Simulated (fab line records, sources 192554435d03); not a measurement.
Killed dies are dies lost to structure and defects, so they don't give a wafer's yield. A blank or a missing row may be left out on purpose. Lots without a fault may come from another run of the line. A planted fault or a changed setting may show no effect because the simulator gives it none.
Which tool did it? | flow n5_finfet | 10 lots, 30 wafers sampled, at 1 step of a route of 1938

WHAT THE GAUGES READ, wafer by wafer
N5_BEOL_M4_RC_MEAS_101. Usual: DIBL_N 36.0 mV/V, standard deviation 2; DIBL_P 36.2 mV/V, standard deviation 2.2; IOFF_N 0.16 nA/um, standard deviation 0.034; IOFF_P 0.21 nA/um, standard deviation 0.04; ION_N 675 uA/um, standard deviation 12; ION_P 463 uA/um, standard deviation 7.2; SS_N 71.6 mV/dec, standard deviation 0.6; SS_P 73.3 mV/dec, standard deviation 0.67; VT_N 250 mV, standard deviation 3; VT_P -251 mV, standard deviation 3.4.
lot  | measured     | on        | DIBL_N (mV/V)  | DIBL_P (mV/V)  | IOFF_N (nA/um) | IOFF_P (nA/um) | ION_N (uA/um) | ION_P (uA/um) | SS_N (mV/dec)  | SS_P (mV/dec)  | VT_N (mV)   | VT_P (mV)      | flag
L123 | day 8 01:43  | prober-02 | 37.7 35.6 35.6 | 36.6 34.6 34.4 | 0.17 0.12 0.14 | 0.21 0.18 0.18 | 670 662 650   | 452 457 451   | 72.3 72.2 71.8 | 74.3 73.1 73.6 | 251 253 250 | -252 -255 -256 |
L126 | day 9 01:07  | prober-02 | 36.7 34.7 35.8 | 38.3 36.3 37.5 | 0.18 0.15 0.16 | 0.23 0.20 0.21 | 680 669 669   | 465 461 460   | 71.9 71.4 71.4 | 72.7 72.7 72.5 | 249 251 248 | -249 -252 -252 |
L127 | day 9 06:21  | prober-02 | 35.2 36.7 34.6 | 35.2 36.1 35.2 | 0.14 0.16 0.13 | 0.18 0.18 0.17 | 681 673 665   | 460 455 461   | 71.1 71.7 70.6 | 73.5 72.3 72.1 | 251 251 250 | -251 -254 -252 |
L128 | day 9 23:21  | prober-02 | 34.2 31.3 34.5 | 32.2 29.9 33.6 | 0.12 0.10 0.13 | 0.14 0.12 0.16 | 656 651 661   | 450 447 454   | 71.6 70.8 70.8 | 72.6 72.2 72.6 | 253 254 250 | -257 -256 -257 |
L130 | day 10 01:41 | prober-01 | 38.6 36.6 37.7 | 39.9 37.6 38.0 | 0.24 0.20 0.22 | 0.29 0.25 0.26 | 697 680 693   | 474 462 470   | 72.4 71.6 72.3 | 74.3 73.6 73.6 | 242 245 245 | -245 -248 -248 |
L133 | day 10 18:38 | prober-02 | 35.9 36.1 36.6 | 37.2 37.2 37.4 | 0.18 0.19 0.19 | 0.21 0.22 0.22 | 686 687 688   | 464 464 462   | 71.9 71.7 72.1 | 73.5 73.9 73.7 | 248 248 248 | -253 -251 -252 |
L134 | day 11 02:45 | prober-01 | 40.9 40.6 39.4 | 40.8 40.0 38.3 | 0.20 0.20 0.18 | 0.26 0.25 0.22 | 700 687 697   | 469 466 470   | 71.1 71.7 71.0 | 75.2 74.1 74.0 | 247 247 249 | -249 -249 -250 |
L142 | day 12 11:17 | prober-02 | 35.3 39.6 34.0 | 36.7 39.8 33.5 | 0.16 0.24 0.14 | 0.24 0.31 0.20 | 681 696 660   | 470 475 460   | 71.8 73.1 71.3 | 73.5 74.0 72.9 | 248 248 251 | -247 -246 -250 |
L140 | day 12 15:52 | prober-02 | 34.0 35.0 33.0 | 35.0 35.1 33.5 | 0.12 0.13 0.11 | 0.19 0.19 0.17 | 664 669 653   | 466 453 459   | 70.8 71.7 70.2 | 73.1 73.5 72.1 | 256 253 256 | -253 -253 -252 |
L143 | day 13 21:14 | prober-02 | 38.0 38.9 38.2 | 38.2 39.1 38.4 | 0.18 0.20 0.18 | 0.23 0.27 0.23 | 675 683 682   | 462 470 469   | 71.4 72.0 72.5 | 74.1 74.2 74.7 | 250 248 248 | -248 -247 -247 |

WHICH TOOL RAN EACH LOT (tool, then ch and the chambers of the sampled wafers, then the start)
The record holds no process step before these readings.

WHAT THE TOOLS THEMSELVES READ (means of the sampled wafers that have a number; where no wafer has one, the mark that the record gives instead)
The record holds no such reading with a usual standard deviation.

THE ANSWER, worked out from the rows above alone
Rule: a lot is off if the mean of its wafers that have a number lies more than 3 standard deviations from the usual mean. A lot without any number at a reading at which 4 lots or more have one is off too. The other lots that the step has rows for count as sound. The gauges are gone through in route order, then the tools' own readings, and for those a lot's mean is taken as printed above. The first step at which some lot is off is used, and at that step the reading that is off furthest; a lot without a number counts as furthest.
No lot is off at any reading shown: from this, nothing can be told.

WHAT THE SIMULATOR HAD PUT IN
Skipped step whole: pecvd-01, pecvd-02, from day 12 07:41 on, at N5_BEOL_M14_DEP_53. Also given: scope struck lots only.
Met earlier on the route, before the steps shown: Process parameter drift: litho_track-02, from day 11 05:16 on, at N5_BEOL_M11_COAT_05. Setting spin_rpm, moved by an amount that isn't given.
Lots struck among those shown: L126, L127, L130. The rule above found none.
